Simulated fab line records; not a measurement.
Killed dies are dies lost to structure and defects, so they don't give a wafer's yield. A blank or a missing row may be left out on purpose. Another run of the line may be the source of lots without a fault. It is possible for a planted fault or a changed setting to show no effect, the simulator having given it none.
Matching of chambers    flow n5 finfet    rie diel-04 running N5_HKMG_FIN_ETCH_86: 4 sister chambers
The step etches SOC in N2/H2, stops on TiN, target depth 393.2 nm. 8 wafers are shown with their chamber, then 12 later ones without.

== EACH WAFER AND ITS CHAMBER ==
wafer   chamber  drypump motor current A (A)  showerhead plenum p Torr (Torr)
L078.1  3        5.5                          2.59
L078.6  3        5.4                          2.59
L081.2  0        6.1                          2.60
L081.3  2        5.9                          2.52
L081.4  1        6.2                          2.64
L082.3  2        5.9                          2.51
L082.5  1        6.2                          2.64
L082.6  0        6.1                          2.60

== WAFERS WHOSE CHAMBER IS MISSING ==
wafer   drypump motor current A (A)  showerhead plenum p Torr (Torr)
L084.3  6.0                          2.51
L084.5  5.9                          2.51
L084.6  6.2                          2.63
L085.3  6.1                          2.60
L085.4  6.3                          2.63
L085.6  6.0                          2.51
L096.1  6.0                          2.50
L096.2  6.2                          2.62
L096.3  5.5                          2.58
L096.4  6.1                          2.59
L096.5  5.5                          2.58
L096.6  5.9                          2.50

== WHICH CHAMBER EACH ONE RAN IN ==
wafer   from the rows above      in truth
L084.3  2                        2
L084.5  2                        2
L084.6  1                        1
L085.3  0                        0
L085.4  1                        1
L085.6  2                        2
L096.1  2                        2
L096.2  can't be placed: 1 or 0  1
L096.3  3                        3
L096.4  0                        0
L096.5  3                        3
L096.6  2                        2
11 of 12 placed correctly. Can't be placed from these rows: 1 (the true chamber is among the candidates in 1). Wrongly placed: 0.
How it was worked out, from the rows above alone: a wafer's distance from a chamber is the root of the sum, over the readings, of the square of ((its reading less the chamber's mean) divided by the reading's scatter). The wafer belongs to the nearest chamber; if the next one is less than 2 further off, it can't be placed. Each chamber's mean is taken over the wafers shown for it. The scatter: take each reading less its chamber's mean, square it, sum over the shown wafers, divide by the number of wafers less the number of chambers, and take the root.
